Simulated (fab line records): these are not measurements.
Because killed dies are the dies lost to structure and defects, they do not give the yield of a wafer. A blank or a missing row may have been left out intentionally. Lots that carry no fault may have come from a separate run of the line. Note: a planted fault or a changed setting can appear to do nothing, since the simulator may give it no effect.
fab line records	flow n5_finfet
[record] lots = 9	wafers = 27	last_day = 17
route steps=1938 shown BEOL_M0_SAQP@678 BEOL_M4@1111
lots that met no fault: taken from a fault-free run of the same line
start_h: the number of hours between the record's first day and the start of the first shown wafer of the lot	wait_h: hours elapsed since this lot's preceding step	" identical to the entry in the row above	L1.1+2: several wafers, shown together as one row	- no value, or no start given	* or withheld: withheld	< > ~ a bound
route shown NAME@n: NAME is a module with steps in the file, n the number in the route of the first one	usual: the fault-free wafers' mean and standard deviation	same: alike in all rows	chamber/n: place in a boat	sites: per-site readings	_std_site: their standard deviation	_edge_site: mean of outer sites minus mean of inner sites	radius_mm: how far each site lies from the wafer's centre	mask NAME#n: copy n	behind: the tool/chamber that last shaped the wafer	hold: cause of the lot's hold/its duration in hours/its outcome	device: which transistor (n, p or np) failed to switch	end of line: the same wafers' tests at the end of the route	a step with no rows: only its recipe	killed: dies lost to structure and defects at the first sort, not the wafer's yield	map: dies across one wafer; x = killed, . = not, _ = none there
set.NAME: the setting the step ran with; set.NAME@STEP: the setting that earlier step ran with	model.NAME: the simulator's own value behind a step, which no gauge read
one table for each step of the route and one row for each wafer, over a sample of lots
services: from which hour (start_h, from the record's first day; less than 0 if before it) a tool's chamber was out of use, for how many hours, and why
[[steps]]
[step N5_BEOL_M0_SAQP_MANDREL2_REMOVE_110]
[recipe] chemistry = HBr/Cl2/O2	bt_time_s = 10	target = a-Si	stop_on = SiCN	endpoint = OES-SiCl	over_etch_frac = 1	icp_w = 600	bias_w = 30	HBr_flow_sccm = 150	Cl2_flow_sccm = 80	O2_flow_sccm = 5	pressure_mtorr = 10
[usual] drypump_motor_current_A = 5.7/0.34	oes_o_777_au = 1.00/0.08	oes_product_au = 1.003/0.017	throttle_valve_pct = 36.8/0.32
[same] bt_time_s = 10
lot.wafer	tool	chamber	start_h	wait_h	drypump_motor_current_A	oes_o_777_au	oes_product_au	rf_hours_counter_h	throttle_valve_pct
L298.1	rie_si-06	2	114.11	0.1	5.6	0.95	1.005	155	37.0
L298.3	"	0	"	"	5.9	1.11	0.989	9	36.9
L298.6	"	3	"	"	5.3	1.01	0.961	-	36.6
L301.2	rie_si-06	3	136.77	0.1	5.3	1.01	0.974	188	36.6
L301.3	"	0	"	"	5.9	1.10	0.984	9	36.9
L301.6	"	0	"	"	5.9	1.09	0.986	-	36.9
L300.4	rie_si-04	1	137.74	0.1	4.9	0.99	1.021	171	37.2
L300.5	"	3	"	"	6.1	0.86	0.999	-	36.6
L300.6	"	0	"	"	5.7	0.93	1.010	-	36.5
L302.1	rie_si-06	2	140.00	0.1	5.6	0.94	1.008	156	37.0
L302.5	"	1	"	"	5.6	0.94	0.986	-	37.1
L302.6	"	0	"	"	5.9	1.10	0.982	-	36.9
L305.2	rie_si-04	1	152.19	0.1	4.9	0.99	1.016	171	37.2
L305.3	"	0	"	"	5.8	0.92	1.020	89	36.5
L305.6	"	1	"	"	5.0	0.99	1.030	-	37.2
L304.3	rie_si-06	2	158.84	0.1	5.6	0.94	1.019	156	37.0
L304.4	"	0	"	"	5.9	1.10	0.989	-	36.8
L304.5	"	2	"	"	5.6	0.95	1.017	-	37.0
L307.2	rie_si-01	1	169.79	0.1	5.8	1.12	1.037	43	36.3
L307.3	"	2	"	"	5.9	1.02	1.014	7	36.8
L307.5	"	1	"	"	5.8	1.12	1.025	-	36.3
L316.1	rie_si-06	2	221.64	0.1	5.6	0.95	1.029	157	37.0
L316.2	"	0	"	"	5.9	1.11	0.980	11	36.9
L316.3	"	1	"	"	5.6	0.94	1.002	131	37.1
L320.2	rie_si-01	3	246.88	0.1	5.4	1.12	1.012	5	36.1
L320.4	"	0	"	"	6.6	0.91	1.008	58	37.3
L320.5	"	2	"	"	5.9	1.03	1.015	-	36.8
[step N5_BEOL_M0_SAQP_CD_MEAS_29]
[recipe] target_cd_nm = 14.4	landing_energy_ev = 1000	detector = se_inlens
[usual] cd_nm = 15.00/0.24
lot.wafer	tool	chamber	start_h	wait_h	cd_nm
L298.1	cd_sem-01	0	114.22	0.1	15.26
L298.3	"	0	"	"	14.81
L298.6	"	0	"	"	14.91
L301.2	cd_sem-03	0	136.88	0.1	14.88
L301.3	"	0	"	"	15.25
L301.6	"	0	"	"	15.11
L300.4	cd_sem-03	0	137.85	0.1	14.96
L300.5	"	0	"	"	15.20
L300.6	"	0	"	"	14.93
L302.1	cd_sem-01	0	140.11	0.1	14.90
L302.5	"	0	"	"	14.82
L302.6	"	0	"	"	15.14
L305.2	cd_sem-03	0	152.30	0.1	14.65
L305.3	"	0	"	"	14.89
L305.6	"	0	"	"	14.81
L304.3	cd_sem-02	0	158.95	0.1	15.34
L304.4	"	0	"	"	15.03
L304.5	"	0	"	"	14.99
L307.2	cd_sem-03	0	169.90	0.1	14.99
L307.3	"	0	"	"	15.13
L307.5	"	0	"	"	15.35
L316.1	cd_sem-02	0	221.75	0.1	14.95
L316.2	"	0	"	"	15.09
L316.3	"	0	"	"	14.72
L320.2	cd_sem-02	0	246.99	0.1	15.25
L320.4	"	0	"	"	14.61
L320.5	"	0	"	"	15.05
[step N5_BEOL_M0_SAQP_CD_MEAS_40]
[recipe] target_cd_nm = 30	landing_energy_ev = 500	detector = se_inlens
[usual] cd_nm = 30.07/0.3
lot.wafer	tool	chamber	start_h	wait_h	cd_nm
L298.1	cd_sem-03	0	114.53	-	29.92
L298.3	"	0	"	"	29.97
L298.6	"	0	"	"	30.15
L301.2	cd_sem-03	0	137.32	-	29.70
L301.3	"	0	"	"	29.92
L301.6	"	0	"	"	29.62
L300.4	cd_sem-03	0	138.16	-	29.92
L300.5	"	0	"	"	29.88
L300.6	"	0	"	"	29.35
L302.1	cd_sem-01	0	140.42	-	30.78
L302.5	"	0	"	"	30.53
L302.6	"	0	"	"	30.52
L305.2	cd_sem-03	0	152.61	-	29.79
L305.3	"	0	"	"	29.93
L305.6	"	0	"	"	29.90
L304.3	cd_sem-01	0	159.38	-	30.47
L304.4	"	0	"	"	30.18
L304.5	"	0	"	"	29.91
L307.2	cd_sem-02	0	170.22	-	30.10
L307.3	"	0	"	"	29.95
L307.5	"	0	"	"	29.66
L316.1	cd_sem-02	0	222.05	-	30.54
L316.2	"	0	"	"	30.44
L316.3	"	0	"	"	30.54
L320.2	cd_sem-02	0	247.30	-	29.59
L320.4	"	0	"	"	30.22
L320.5	"	0	"	"	29.72
[step N5_BEOL_M0_SAQP_ETCH_49]
[recipe] chemistry = CF4/O2	target_depth_a = 370	target = SiO2	pressure_mtorr = 40	source_w = 535	bias_w = 49	Ar_flow_sccm = 100	cf4_flow_sccm = 100	O2_flow_sccm = 10	ion_energy_ev = 100
[usual] drypump_motor_current_A = 5.8/0.47	mfc_ar_sccm = 99.97/0.3	oes_o_777_au = 0.80/0.082	oes_product_au = 0.80/0.087	rf_vpp_V = 238/7.5	showerhead_plenum_p_Torr = 2.17/0.05	throttle_valve_pct = 15.76/0.24
lot.wafer	tool	chamber	start_h	wait_h	drypump_motor_current_A	mfc_ar_sccm	oes_o_777_au	oes_product_au	rf_hours_counter_h	rf_vpp_V	showerhead_plenum_p_Torr	throttle_valve_pct
L298.1	rie_diel-01	1	115.67	0.5	5.7	100.06	0.69	0.68	212	237	2.10	15.92
L298.3	"	0	"	"	6.0	99.96	0.79	0.76	134	250	2.21	15.89
L298.6	"	0	"	"	6.0	100.08	0.78	0.75	-	249	2.21	15.89
L301.2	rie_diel-05	1	138.27	0.3	5.4	99.92	0.82	0.84	41	242	2.24	15.51
L301.3	"	3	"	"	5.6	99.55	0.97	0.97	7	241	2.26	15.71
L301.6	"	1	"	"	5.4	100.22	0.82	0.84	-	241	2.24	15.51
L300.4	rie_diel-01	2	139.29	0.3	5.6	99.51	0.91	0.90	24	239	2.15	15.57
L300.5	"	2	"	"	5.6	99.46	0.91	0.90	-	237	2.15	15.58
L300.6	"	3	"	"	6.3	100.06	0.74	0.75	-	223	2.14	15.76
L302.1	rie_diel-03	0	141.60	0.3	6.5	99.84	0.67	0.70	228	238	2.21	16.15
L302.5	"	2	"	"	5.3	99.84	0.73	0.74	-	247	2.20	16.01
L302.6	"	1	"	"	4.7	99.79	0.90	0.92	-	238	2.18	15.93
L305.2	rie_diel-03	0	153.84	0.3	6.5	100.30	0.67	0.69	231	235	2.21	16.17
L305.3	"	2	"	"	5.2	100.18	0.74	0.73	190	248	2.20	16.01
L305.6	"	3	"	"	6.4	99.59	0.90	0.93	-	240	2.17	15.35
L304.3	rie_diel-05	0	161.01	0.3	6.4	99.96	0.80	0.80	95	228	2.14	15.91
L304.4	"	0	"	"	6.4	99.93	0.80	0.78	-	227	2.14	15.92
L304.5	"	2	"	"	5.7	99.93	0.87	0.90	-	246	2.22	15.28
L307.2	rie_diel-01	3	171.16	0.3	6.3	99.75	0.73	0.75	123	226	2.13	15.79
L307.3	"	0	"	"	6.0	99.73	0.77	0.76	152	249	2.20	15.93
L307.5	"	0	"	"	6.0	99.99	0.77	0.75	-	249	2.20	15.92
L316.1	rie_diel-01	3	223.00	0.3	6.3	100.12	0.73	0.74	138	225	2.13	15.83
L316.2	"	1	"	"	5.7	99.81	0.67	0.66	246	237	2.08	15.98
L316.3	"	2	"	"	5.6	100.06	0.87	1.08	50	237	2.14	15.65
L320.2	rie_diel-05	3	248.28	0.3	5.5	99.76	0.90	0.91	33	240	2.25	15.76
L320.4	"	0	"	"	6.4	99.69	0.77	0.75	124	226	2.13	15.95
L320.5	"	2	"	"	5.7	99.77	0.83	0.84	-	244	2.21	15.36
[step N5_BEOL_M4_RC_MEAS_101]
[usual] DIBL_N = 37.3/2.3	DIBL_P = 37.4/2.9	IOFF_N = 0.18/0.045	IOFF_P = 0.25/0.054	ION_N = 679/15	ION_P = 468/9.7	SS_N = 71.8/0.62	SS_P = 73.6/0.76	VT_N = 248/4.1	VT_P = -248/3.6
lot.wafer	tool	chamber	start_h	wait_h	DIBL_N[mV/V]	DIBL_P[mV/V]	IOFF_N[nA/um]	IOFF_P[nA/um]	ION_N[uA/um]	ION_P[uA/um]	SS_N[mV/dec]	SS_P[mV/dec]	VT_N[mV]	VT_P[mV]
L298.1	prober-02	0	163.72	0.0	40.0	39.1	0.22	0.33	686	470	71.7	73.7	242	-242
L298.3	"	0	"	"	36.8	35.1	0.16	0.23	680	469	71.4	73.0	249	-248
L298.6	"	0	"	"	42.1	40.9	0.27	0.35	691	472	72.3	74.2	243	-241
L301.2	prober-01	0	189.22	0.2	37.0	38.6	0.17	0.24	697	480	71.6	72.8	247	-249
L301.3	"	0	"	"	32.8	32.4	0.09	0.14	651	450	71.4	71.4	259	-254
L301.6	"	0	"	"	34.7	35.2	0.12	0.18	666	459	71.6	72.1	253	-249
L300.4	prober-02	0	189.93	0.5	33.6	32.9	0.12	0.20	655	456	71.0	73.3	252	-247
L300.5	"	0	"	"	32.9	33.4	0.12	0.20	667	469	70.7	72.9	255	-248
L300.6	"	0	"	"	37.0	36.0	0.18	0.24	675	464	71.3	73.5	247	-249
L302.1	prober-01	0	190.00	0.5	36.8	36.0	0.17	0.23	683	464	71.3	73.0	251	-249
L302.5	"	0	"	"	38.7	38.6	0.21	0.28	687	473	72.1	74.0	247	-245
L302.6	"	0	"	"	37.2	37.3	0.18	0.26	692	480	71.9	74.4	248	-245
L305.2	prober-01	0	199.46	0.2	35.1	35.3	0.15	0.22	687	473	71.1	73.1	246	-248
L305.3	"	0	"	"	37.2	38.0	0.19	0.27	687	472	72.2	73.1	245	-245
L305.6	"	0	"	"	37.0	37.3	0.19	0.26	687	470	71.5	73.8	245	-247
L304.3	prober-02	0	214.31	0.3	34.8	33.3	0.13	0.20	670	466	70.5	74.2	250	-251
L304.4	"	0	"	"	36.0	36.1	0.16	0.25	673	460	71.8	74.5	247	-249
L304.5	"	0	"	"	33.0	31.3	0.11	0.18	672	465	70.0	73.2	253	-251
L307.2	prober-02	0	218.02	0.2	39.1	39.9	0.21	0.28	685	467	71.8	74.1	245	-247
L307.3	"	0	"	"	38.3	37.7	0.19	0.24	680	461	71.5	72.9	248	-249
L307.5	"	0	"	"	41.6	44.0	0.27	0.34	706	480	73.0	75.6	244	-245
L316.1	prober-01	0	274.23	0.0	38.1	38.7	0.18	0.23	679	459	72.0	73.5	246	-250
L316.2	"	0	"	"	39.1	39.5	0.20	0.24	674	458	71.9	73.8	246	-250
L316.3	"	0	"	"	36.4	35.6	0.16	0.19	685	465	71.9	73.0	249	-252
L320.2	prober-01	0	300.67	0.2	38.2	37.6	0.17	0.22	663	455	72.4	73.6	254	-252
L320.4	"	0	"	"	38.9	41.0	0.22	0.31	688	470	72.6	74.6	244	-246
L320.5	"	0	"	"	34.8	34.9	0.12	0.19	654	460	71.5	73.9	257	-251
[[services]]
tool	chamber	start_h	hours	kind
rie_diel-05	3	98.65	-	clean
rie_diel-05	3	98.65	-	consumable_replace:focus_ring
rie_diel-05	3	98.65	14.6	scheduled_down
rie_diel-05	3	98.65	14.6	vent_cycle
rie_diel-03	3	101.94	3.8	repair
rie_diel-01	2	125.19	5.3	repair
rie_diel-03	3	130.46	6.6	repair
rie_si-01	-	130.48	0.5	repair
rie_si-06	1	157.07	3.3	repair
rie_diel-05	3	157.68	15.8	repair
rie_si-04	1	179.67	5.7	repair
rie_si-06	3	194.04	-	clean
rie_si-06	3	194.04	31.2	scheduled_down
rie_si-06	3	194.04	31.2	vent_cycle
rie_diel-03	0	214.92	-	clean
rie_diel-03	0	214.92	-	consumable_replace:focus_ring
rie_diel-03	0	214.92	18.6	scheduled_down
rie_diel-05	3	215.50	3.4	repair
rie_diel-05	1	223.62	5.1	repair
rie_diel-01	1	235.70	-	clean
rie_diel-01	1	235.70	-	consumable_replace:focus_ring
rie_diel-01	1	235.70	-	consumable_replace:showerhead
rie_diel-01	1	235.70	14.6	scheduled_down
rie_diel-01	1	235.70	14.6	vent_cycle
[[key]]
[first_sign] step = N5_BEOL_M0_SAQP_ETCH_49	reading = oes_product_au	direction = up	sigmas = 3.2	usual = 0.80	struck = 1.08
effect none on later readings
met_at N5_BEOL_M0_SAQP_ETCH_49
struck_lots L316
struck_wafers L316.3
not_acting_at N5_BEOL_M0_SAQP_MANDREL2_REMOVE_110,N5_BEOL_M0_SAQP_CD_MEAS_29,N5_BEOL_M0_SAQP_CD_MEAS_40
onset_between 171.16 223.00
[fault] kind = process_parameter_drift	tool = rie_diel-01	chamber = -	onset_h = 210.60	steps = N5_BEOL_M0_SAQP_ETCH_49	channel = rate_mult	offset = 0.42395	shape = step	end_h = 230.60	scope = struck_wafers_only
